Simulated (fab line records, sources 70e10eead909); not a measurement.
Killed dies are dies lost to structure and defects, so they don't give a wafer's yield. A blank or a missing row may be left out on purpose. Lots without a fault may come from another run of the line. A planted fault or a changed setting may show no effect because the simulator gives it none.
fab line records | flow nand_harc
record lots=6 wafers=18 last_day=33
route steps=1302 shown A_M1@1175
lots that met no fault: from a run of the same line without faults
start_h: hours from the record's first day to the start of the lot's first wafer shown | wait_h: hours since the lot's step before | " the same as in the row above | L1.1+2: a row that stands for several wafers | - no value, or no start given | * or withheld: withheld | < > ~ a bound
route shown NAME@n: a module of which the file shows steps, and the number in the route of the first | usual: mean/standard deviation of fault-free wafers | same: alike in all rows | chamber/n: place in a boat | sites: the reading at each site | _std_site: their standard deviation | _edge_site: outer sites' mean less inner sites' | radius_mm: how far each site lies from the wafer's centre | mask NAME#n: copy n | behind: the tool/chamber that last shaped the wafer | hold: why the lot was held/for how many hours/how that ended | device: the transistor (n, p or np) that didn't switch | end of line: the same wafers' tests at the end of the route | a step without rows: its recipe alone | killed: dies lost to structure and defects at the first sort, not the wafer's yield | map: a wafer's dies, x killed, . not, _ none there
set.NAME: the setting as run; set.NAME@STEP: as run at that earlier step | model.NAME: the simulator's own value behind a step, which no gauge read
lots at some steps of the route; a table a step, a row a wafer
services: from which hour (start_h, from the record's first day; less than 0 if before it) a tool's chamber was out of use, for how many hours, and why
## steps
# step NHARC_A_M1_EBR_05
# step NHARC_A_M1_EXPOSE_06
# recipe na=1.35 target_cd_nm=120 dose_mj=75.13 mask_id=A_M1
# step NHARC_A_M1_PEB_07
# recipe peb_temp_c=100 peb_time_s=65
# step NHARC_A_M1_DEVELOP_08
# recipe develop_time_s=35 dev_temp_c=23
# step NHARC_A_M1_CD_MEAS_09
# recipe target_cd_nm=120 landing_energy_ev=500
# usual cd_nm=120.3/0.67
# columns lot.wafer tool chamber start_h wait_h cd_nm
L712.1 cd_sem-01 0 545.38 - 120.3
L712.2 " 0 " " 121.1
L712.5 " 0 " " 120.4
L726.1 cd_sem-03 0 665.73 - 119.9
L726.3 " 0 " " 121.2
L726.4 " 0 " " 120.3
L729.1 cd_sem-01 0 710.82 - 120.6
L729.5 " 0 " " 119.9
L729.6 " 0 " " 118.9
L730.1 cd_sem-01 0 712.19 - 120.8
L730.3 " 0 " " 119.8
L730.5 " 0 " " 121.3
L734.4 cd_sem-02 0 737.99 - 120.9
L734.5 " 0 " " 120.1
L734.6 " 0 " " 120.4
L733.2 cd_sem-03 0 740.30 - 120.2
L733.4 " 0 " " 120.5
L733.5 " 0 " " 120.3
# step NHARC_A_M1_OVL_MEAS_10
# recipe pitch_nm=240
# usual overlay_x_nm=-0.2/0.9 overlay_y_nm=0.4/0.81
# columns lot.wafer tool chamber start_h wait_h overlay_x_nm overlay_y_nm
L712.1 overlay-02 - 545.46 - -1.0 -0.4
L712.2 " - " " -1.1 -0.1
L712.5 " - " " -0.8 0.0
L726.1 overlay-02 - 665.82 - 0.1 -1.3
L726.3 " - " " -0.1 -1.1
L726.4 " - " " -0.1 -1.6
L729.1 overlay-02 - 710.91 - -0.6 1.1
L729.5 " - " " 0.1 1.1
L729.6 " - " " -1.0 0.7
L730.1 overlay-01 - 712.28 - 0.1 -0.4
L730.3 " - " " 1.0 0.1
L730.5 " - " " 0.8 0.2
L734.4 overlay-02 - 738.07 - 0.7 1.5
L734.5 " - " " 0.7 1.0
L734.6 " - " " 0.9 1.3
L733.2 overlay-01 - 740.39 - -1.0 1.1
L733.4 " - " " -1.0 0.1
L733.5 " - " " -0.7 0.8
# step NHARC_A_M1_INSPECT_11
# usual raw_defect_count=82/35
# columns lot.wafer tool chamber start_h wait_h raw_defect_count
L712.1 defect_inspect-01 - 545.50 0.0 105
L712.2 " - " " 106
L712.5 " - " " 131
L726.1 defect_inspect-02 - 665.86 0.0 56
L726.3 " - " " 53
L726.4 " - " " 53
L729.1 defect_inspect-02 - 710.95 0.0 73
L729.5 " - " " 79
L729.6 " - " " 93
L730.1 defect_inspect-01 - 712.31 0.0 117
L730.3 " - " " 126
L730.5 " - " " 104
L734.4 defect_inspect-01 - 738.11 0.0 78
L734.5 " - " " 76
L734.6 " - " " 70
L733.2 defect_inspect-01 - 740.42 0.0 115
L733.4 " - " " 152
L733.5 " - " " 130
# step NHARC_A_M1_DESCUM_14
# recipe time_s=3 o2_flow_sccm=200 ar_flow_sccm=0 bias_power_w=0 chemistry=O2
# usual drypump_motor_current_A=5.90/0.27 oes_product_au=1.001/0.012 rf_vpp_V=57.9/0.8 showerhead_plenum_p_Torr=1.92/0.083 throttle_valve_pct=11.310/0.0087
# columns lot.wafer tool chamber start_h wait_h drypump_motor_current_A oes_product_au rf_hours_counter_h rf_vpp_V showerhead_plenum_p_Torr throttle_valve_pct
L712.1 rie_diel-12 1 545.57 0.1 5.80 0.986 1.8 58.5 2.03 11.304
L712.2 " 3 " " 5.60 0.997 1.6 59.0 1.94 11.315
L712.5 " 1 " " 5.82 0.987 - 59.2 2.03 11.308
L726.4 rie_diel-12 2 665.92 0.1 5.90 1.002 0.7 58.7 2.00 11.298
L726.3 " 3 " " 5.60 1.006 0.6 56.6 1.94 11.317
L726.1 " 1 " " 5.78 0.990 0.7 57.9 2.03 11.319
L729.1 rie_diel-12 3 711.02 0.1 5.58 0.988 1.2 59.6 1.94 11.310
L729.6 " 2 " " 5.89 1.008 - 58.1 2.00 11.309
L729.5 " 3 " " 5.58 1.000 - 57.4 1.94 11.316
L730.1 rie_diel-12 2 712.38 0.1 5.85 1.018 1.4 59.1 2.00 11.288
L730.3 " 0 " " 5.91 0.993 1.3 57.9 1.86 11.316
L730.5 " 1 " " 5.81 0.997 - 58.7 2.03 11.295
L734.4 rie_diel-10 1 738.18 0.1 6.49 0.980 9.9 57.7 1.77 11.305
L734.5 " 0 " " 5.87 1.016 - 57.7 1.87 11.315
L734.6 " 1 " " 6.49 0.983 - 56.6 1.77 11.311
L733.4 rie_diel-05 1 740.50 0.1 5.96 1.012 6.9 57.1 2.00 11.304
L733.2 " 2 " " 5.34 1.008 7.0 58.0 1.89 11.297
L733.5 " 0 " " 5.96 1.019 - 58.7 1.96 11.313
# step NHARC_A_M1_ETCH_35
# recipe target_depth_a=400 overetch_a=120 time_s=43.94 ion_energy_ev=200 n2_flow_sccm=150 h2_flow_sccm=150 ar_flow_sccm=0 rf_w=400 bias_w=150 chemistry=N2/H2
# usual drypump_motor_current_A=5.90/0.27 h2_flow_sccm=150.0/0.48 n2_flow_sccm=150.0/0.49 oes_product_au=0.999/0.013 rf_vpp_V=430.6/2.6 showerhead_plenum_p_Torr=2.05/0.091 throttle_valve_pct=14.172/0.0091
# columns lot.wafer tool chamber start_h wait_h drypump_motor_current_A h2_flow_sccm n2_flow_sccm oes_product_au rf_hours_counter_h rf_vpp_V showerhead_plenum_p_Torr throttle_valve_pct
L712.1 rie_diel-12 2 545.65 0.1 5.90 150.1 150.2 1.012 1.7 432.1 2.13 14.162
L712.2 " 0 " " 5.95 150.3 150.0 0.983 1.7 428.9 1.98 14.178
L712.5 " 2 " " 5.92 150.0 150.0 0.993 - 433.7 2.13 14.177
L726.3 rie_diel-12 0 666.01 0.1 5.91 149.8 149.6 0.978 0.6 428.1 1.98 14.170
L726.1 " 1 " " 5.82 150.0 149.7 0.999 0.7 434.6 2.17 14.170
L726.4 " 2 " " 5.85 149.3 149.9 0.994 0.7 433.1 2.13 14.170
L729.1 rie_diel-12 3 711.10 0.1 5.58 149.1 149.9 0.996 1.2 431.8 2.07 14.180
L729.5 " 2 " " 5.88 149.9 149.8 1.018 - 433.5 2.13 14.161
L729.6 " 3 " " 5.58 150.2 149.9 0.996 - 430.6 2.07 14.179
L730.3 rie_diel-12 3 712.47 0.1 5.58 149.6 149.8 0.992 1.3 431.6 2.07 14.178
L730.1 " 0 " " 5.95 149.4 150.3 0.967 1.3 428.3 1.98 14.165
L730.5 " 2 " " 5.88 150.1 149.2 1.003 - 433.8 2.13 14.186
L734.4 rie_diel-10 0 738.27 0.1 5.96 150.3 149.9 1.008 9.9 430.0 1.99 14.161
L734.5 " 1 " " 6.51 149.7 149.6 0.987 - 426.4 1.88 14.173
L734.6 " 2 " " 5.97 149.5 150.1 1.002 - 426.8 1.89 14.166
L733.4 rie_diel-05 0 740.57 0.1 5.98 149.9 150.2 1.010 7.2 432.7 2.09 14.160
L733.2 " 1 " " 5.94 149.8 150.6 1.001 6.9 433.8 2.13 14.180
L733.5 " 1 " " 5.93 150.1 150.5 1.002 - 433.1 2.13 14.164
# step NHARC_A_M1_ETCH_15
# recipe target_depth_a=1825 time_s=91.2 c4f8_flow_sccm=withheld ar_flow_sccm=400 rf_w=600 bias_w=300 chemistry=C4F8/Ar
# usual oes_product_au=0.956/0.023 rf_vpp_V=441.1/2.8
# columns lot.wafer tool chamber start_h wait_h oes_product_au rf_hours_counter_h rf_vpp_V
L712.2 rie_diel-12 1 - - 0.945 1.8 443.9
L712.1 " 2 " " 0.982 1.7 443.0
L712.5 " 2 " " 0.980 - 443.8
L726.1 rie_diel-12 3 - - 0.958 0.7 440.3
L726.3 " 1 " " 0.972 0.7 445.2
L726.4 " 2 " " 0.958 0.7 443.7
L729.1 rie_diel-12 2 - - 0.968 1.4 444.6
L729.6 " 3 " " 0.949 - 441.4
L729.5 " 0 " " 0.945 - 439.1
L730.1 rie_diel-12 1 - - 0.930 1.4 445.2
L730.3 " 3 " " 0.927 1.3 440.5
L730.5 " 0 " " 0.918 - 438.3
L734.4 rie_diel-10 1 - - 0.942 9.9 435.6
L734.5 " 0 " " 0.981 - 438.2
L734.6 " 1 " " 0.938 - 435.3
L733.2 rie_diel-05 0 - - 0.929 7.2 440.8
L733.4 " 3 " " 0.925 7.4 441.2
L733.5 " 0 " " 0.944 - 441.7
# step NHARC_A_M1_CD_MEAS_16
# usual cd_nm=120.4/1
# columns lot.wafer tool chamber start_h wait_h cd_nm
L712.1 cd_sem-01 - 545.87 - 119.6
L712.2 " - " " 121.0
L712.5 " - " " 119.7
L726.1 cd_sem-01 - 666.22 - 120.0
L726.3 " - " " 121.1
L726.4 " - " " 119.5
L729.1 cd_sem-03 - 711.31 - 121.3
L729.5 " - " " 120.8
L729.6 " - " " 120.6
L730.1 cd_sem-01 - 712.68 - 121.2
L730.3 " - " " 120.3
L730.5 " - " " 120.6
L734.4 cd_sem-02 - 738.48 - 121.5
L734.5 " - " " 119.8
L734.6 " - " " 119.6
L733.2 cd_sem-01 - 740.79 - 118.8
L733.4 " - " " 119.4
L733.5 " - " " 120.2
# step NHARC_A_M1_STRIP_18
# recipe power_w=1000 n2_flow_sccm=150 h2_flow_sccm=150 ar_flow_sccm=0 bias_w=0 chemistry=N2/H2
# usual drypump_motor_current_A=6.0/0.3 h2_flow_sccm=150.0/0.44 n2_flow_sccm=150.0/0.49 oes_product_au=1.003/0.014 power_w=999/3.2 rf_vpp_V=90.7/1 showerhead_plenum_p_Torr=2.03/0.093 throttle_valve_pct=14.171/0.0093
# columns lot.wafer tool chamber start_h wait_h drypump_motor_current_A h2_flow_sccm n2_flow_sccm oes_product_au power_w rf_hours_counter_h rf_vpp_V showerhead_plenum_p_Torr throttle_valve_pct
L712.1 rie_diel-05 0 545.94 0.1 6.0 149.4 149.6 0.973 1005 10 91.1 2.09 14.168
L712.2 " 2 " " 5.4 149.8 149.7 0.997 1005 8 92.4 2.02 14.172
L712.5 " 0 " " 6.0 149.8 149.6 0.962 1000 - 92.2 2.09 14.187
L726.4 rie_diel-10 1 666.30 0.1 6.5 150.1 149.3 0.988 1001 5 89.3 1.88 14.177
L726.3 " 2 " " 6.0 150.0 150.4 0.996 999 4 89.1 1.89 14.168
L726.1 " 0 " " 6.0 150.1 149.5 1.025 997 4 89.1 1.99 14.172
L729.1 rie_diel-05 0 711.39 0.1 6.0 150.4 150.2 1.012 1008 6 91.2 2.09 14.168
L729.5 " 0 " " 6.0 151.2 150.1 1.003 1001 - 92.8 2.09 14.167
L729.6 " 1 " " 5.9 150.4 150.1 0.993 998 - 91.7 2.13 14.173
L730.3 rie_diel-05 3 712.78 0.1 6.3 149.6 150.3 1.026 997 6 90.4 2.07 14.166
L730.1 " 1 " " 6.0 148.6 150.6 1.001 1003 5 92.2 2.13 14.165
L730.5 " 2 " " 5.4 150.3 150.7 1.007 1000 - 91.6 2.01 14.186
L734.4 rie_diel-10 2 738.60 0.1 6.0 150.5 150.4 1.008 998 9 89.1 1.89 14.164
L734.5 " 0 " " 5.9 149.7 150.9 1.020 998 - 91.1 1.99 14.182
L734.6 " 1 " " 6.5 150.5 149.3 0.996 999 - 90.0 1.88 14.171
L733.2 rie_diel-10 0 740.86 0.1 5.9 149.9 149.7 1.015 1002 10 91.7 1.99 14.166
L733.5 " 0 " " 5.9 149.7 149.1 1.015 999 - 90.0 1.99 14.179
L733.4 " 1 " " 6.5 150.2 149.8 0.978 1000 - 90.6 1.88 14.183
# step NHARC_A_M1_ETCH_28
# recipe target_depth_a=300 over_etch_frac=0.3 time_s=72.99 ion_energy_ev=150 cf4_flow_sccm=50 n2_flow_sccm=100 ar_flow_sccm=150 rf_w=300 bias_w=100 chemistry=CF4/N2
# usual drypump_motor_current_A=6.0/0.3 n2_flow_sccm=100.00/0.29 oes_product_au=1.005/0.013 rf_vpp_V=314.1/2 showerhead_plenum_p_Torr=2.62/0.11 throttle_valve_pct=19.794/0.0095
# columns lot.wafer tool chamber start_h wait_h drypump_motor_current_A n2_flow_sccm oes_product_au rf_hours_counter_h rf_vpp_V showerhead_plenum_p_Torr throttle_valve_pct
L712.2 rie_diel-05 2 546.24 - 5.4 100.38 1.003 9 315.5 2.60 19.770
L712.1 " 0 " " 6.0 99.95 0.984 10 314.5 2.69 19.804
L712.5 " 0 " " 6.0 99.97 0.973 - 315.6 2.69 19.800
L726.3 rie_diel-10 3 666.54 - 6.1 99.89 0.994 4 312.0 2.45 19.784
L726.4 " 0 " " 5.9 99.97 1.010 4 314.7 2.57 19.794
L726.1 " 2 " " 6.0 100.13 0.993 4 311.1 2.45 19.804
L729.1 rie_diel-05 3 711.65 - 6.4 99.79 0.823 6 314.1 2.66 19.787
L729.5 " 0 " " 6.0 99.57 0.821 - 315.8 2.68 19.795
L729.6 " 1 " " 5.9 100.06 0.803 - 316.2 2.74 19.792
L730.3 rie_diel-05 3 713.01 - 6.4 99.81 0.820 6 315.4 2.66 19.806
L730.1 " 0 " " 6.0 99.91 0.814 6 315.7 2.68 19.795
L730.5 " 2 " " 5.4 100.07 0.819 - 313.5 2.59 19.781
L734.4 rie_diel-10 1 738.80 - 6.5 99.90 0.997 10 310.6 2.44 19.803
L734.5 " 3 " " 6.0 100.12 1.002 - 312.3 2.45 19.811
L734.6 " 0 " " 5.9 100.68 1.024 - 314.4 2.57 19.798
L733.2 rie_diel-10 0 741.15 - 5.9 99.84 1.017 10 312.5 2.57 19.797
L733.5 " 0 " " 5.9 99.96 1.023 - 312.6 2.57 19.792
L733.4 " 3 " " 6.1 99.64 1.003 - 311.5 2.45 19.809
# step NHARC_A_M1_STRIP_19
# recipe time_s=600 temp_c=30 chemistry=post_etch_residue_remover
## services
# columns tool chamber start_h hours kind
rie_diel-12 0 527.99 - clean
rie_diel-12 1 527.99 - clean
rie_diel-12 2 527.99 - clean
rie_diel-12 3 527.99 - clean
rie_diel-05 0 531.67 2.4 repair
rie_diel-05 3 540.56 3.4 repair
rie_diel-05 1 543.27 3.3 repair
rie_diel-12 0 552.49 - clean
rie_diel-12 1 552.49 - clean
rie_diel-12 2 552.49 - clean
rie_diel-12 3 552.49 - clean
rie_diel-05 3 557.10 8.5 repair
rie_diel-12 - 566.12 0.2 repair
rie_diel-12 0 576.99 - clean
rie_diel-12 1 576.99 - clean
rie_diel-12 2 576.99 - clean
rie_diel-05 - 583.93 9.0 pm
rie_diel-10 - 596.50 9.0 pm
rie_diel-05 2 604.15 4.5 repair
rie_diel-05 - 607.53 0.7 repair
rie_diel-12 - 622.49 9.0 pm
rie_diel-05 - 655.47 0.4 repair
rie_diel-12 - 716.85 0.3 repair
rie_diel-10 2 740.61 12.1 repair
## key
first_sign step=NHARC_A_M1_ETCH_28 reading=oes_product_au direction=down sigmas=14 usual=1.005 struck=0.817
effect none on later readings
met_at NHARC_A_M1_ETCH_28
struck_wafers L729.1,L729.5,L729.6,L730.1,L730.3,L730.5
later_rows_left_out L729.1,L729.5,L730.1,L730.3
sort_left_out L729.1,L729.5,L729.6,L730.1,L730.3,L730.5
onset_between 546.24 711.65
fault kind=process_parameter_drift tool=rie_diel-05 chamber=- onset_h=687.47 steps=NHARC_A_M1_ETCH_28 channel=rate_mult offset=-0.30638 shape=step end_h=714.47
# sort_left_out: the simulated sort isn't trusted on such a fault, so these wafers' sort isn't shown, and their yield isn't known
# later_rows_left_out: the simulator's readings of these wafers behind a module that went badly wrong aren't trusted and aren't shown, but for the sort
